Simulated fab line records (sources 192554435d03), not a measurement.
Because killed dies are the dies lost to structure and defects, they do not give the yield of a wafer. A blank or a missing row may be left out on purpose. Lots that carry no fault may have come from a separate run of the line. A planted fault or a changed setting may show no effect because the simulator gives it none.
Matching of chambers -- flow n5Finfet -- N5_BEOL_M3_ALD_84 on aldMetal-04 has 4 sister chambers
The step deposits TaN, pulse time 2 s, purge time 3 s, co reactant purge time 2 s. 16 wafers are shown with their chamber, then 8 later ones without.

EACH WAFER AND ITS CHAMBER
wafer,chamber,heaterPowerW (W),precursorVesselPressureTorr (Torr)
L074.3,3,333,26.25
L074.5,2,404,26.16
L074.6,3,331,26.25
L079.1,3,330,26.26
L079.3,1,409,26.29
L079.6,1,396,26.34
L081.1,3,331,26.24
L081.2,0,428,26.25
L081.5,2,406,26.37
L083.1,2,402,26.19
L083.2,0,426,26.22
L083.3,1,408,26.27
L087.2,2,397,26.21
L087.5,1,405,26.28
L087.6,2,411,26.16
L085.1,3,328,26.21

SIGNATURES (means of the wafers above)
reading,chamber 0,chamber 1,chamber 2,chamber 3,scatter within a chamber
heaterPowerW,427.00,404.50,404.00,330.60,4.34
precursorVesselPressureTorr,26.2350,26.2950,26.2180,26.2420,0.0544
Rule: a wafer's distance from a chamber is the root of the sum, over the readings, of the square of ((its reading less the chamber's mean) divided by the reading's scatter). The wafer belongs to the nearest chamber; if the next one is less than 2 further off, it can't be placed. The scatter: take each reading less its chamber's mean, square it, sum over the shown wafers, divide by the number of wafers less the number of chambers, and take the root.

WAFERS MISSING THEIR CHAMBER
wafer,heaterPowerW (W),precursorVesselPressureTorr (Torr)
L085.3,444,26.23
L085.6,398,26.28
L092.2,400,26.27
L092.3,407,26.30
L092.6,410,26.33
L094.1,335,26.19
L094.2,390,26.26
L094.5,332,26.28

WHICH CHAMBER EACH ONE RAN IN
wafer,from the rows above,in truth
L085.3,0,0
L085.6,can't be placed: 1 or 2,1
L092.2,can't be placed: 1 or 2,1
L092.3,can't be placed: 1 or 2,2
L092.6,can't be placed: 1 or 2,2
L094.1,3,3
L094.2,can't be placed: 2 or 1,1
L094.5,3,3
3 of 8 placed correctly. Unplaceable from these rows: 5, with the true chamber sitting among the candidates in 5. Number placed wrongly: 0.
